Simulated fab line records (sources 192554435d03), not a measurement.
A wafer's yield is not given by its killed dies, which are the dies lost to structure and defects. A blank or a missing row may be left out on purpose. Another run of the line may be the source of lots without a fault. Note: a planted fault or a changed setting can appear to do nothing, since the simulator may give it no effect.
Chamber matching    flow n5_finfet    rie_diel-02 running N5_BEOL_M10_VIA_ETCH_34: 4 sister chambers
The step etches SiCOH lowk in C4F6/O2, target depth 184.5 nm, time 69.2 s. 16 wafers are shown with their chamber, then 8 later ones without.

== EACH WAFER AND ITS CHAMBER ==
wafer   chamber  showerhead_plenum_p_Torr (Torr)  throttle_valve_pct (%)  drypump_motor_current_A (A)
L233.2  0        2.68                             20.88                   5.81
L233.4  1        3.02                             20.86                   5.66
L233.5  0        2.68                             20.88                   5.82
L235.1  0        2.68                             20.90                   5.82
L235.3  3        2.84                             21.33                   5.37
L235.4  2        2.78                             21.10                   5.37
L238.4  3        2.83                             21.34                   5.38
L238.5  1        3.01                             20.87                   5.68
L238.6  2        2.78                             21.09                   5.36
L239.2  2        2.78                             21.10                   5.37
L239.3  1        3.01                             20.87                   5.69
L239.5  3        2.83                             21.33                   5.40
L240.2  1        3.01                             20.87                   5.66
L240.4  3        2.83                             21.33                   5.42
L240.6  0        2.67                             20.92                   5.83
L241.1  2        2.78                             21.11                   5.38

SIGNATURES (averages over the wafers above)
reading                   chamber 0  chamber 1  chamber 2  chamber 3  scatter within a chamber
showerhead_plenum_p_Torr  2.6775     3.0125     2.7800     2.8325     0.00433
throttle_valve_pct        20.8950    20.8675    21.1000    21.3325    0.011
drypump_motor_current_A   5.8200     5.6725     5.3700     5.3925     0.0146
Rule: for each reading, subtract the chamber's mean from the wafer's reading, divide by that reading's scatter and square the result; add these up over the readings and take the root, which gives the wafer's distance from the chamber. The wafer belongs to the nearest chamber; if the next one is less than 2 further off, it can't be placed. The scatter: take each reading less its chamber's mean, square it, sum over the shown wafers, divide by the number of wafers less the number of chambers, and take the root.

== WAFERS WHOSE CHAMBER IS MISSING ==
wafer   showerhead_plenum_p_Torr (Torr)  throttle_valve_pct (%)  drypump_motor_current_A (A)
L241.2  2.67                             20.91                   5.80
L241.3  3.01                             20.88                   5.67
L243.1  2.83                             21.34                   5.37
L243.5  3.01                             20.88                   5.67
L243.6  2.78                             21.12                   5.37
L244.3  2.67                             20.95                   5.81
L244.4  3.01                             20.89                   5.69
L244.5  2.77                             21.11                   5.36

== WHICH CHAMBER EACH ONE RAN IN ==
wafer   from the rows above  in truth
L241.2  0                    0
L241.3  1                    1
L243.1  3                    3
L243.5  1                    1
L243.6  2                    2
L244.3  0                    0
L244.4  1                    1
L244.5  2                    2
Correctly placed: 8 of 8. Not placeable from these rows: 0. Number placed wrongly: 0.
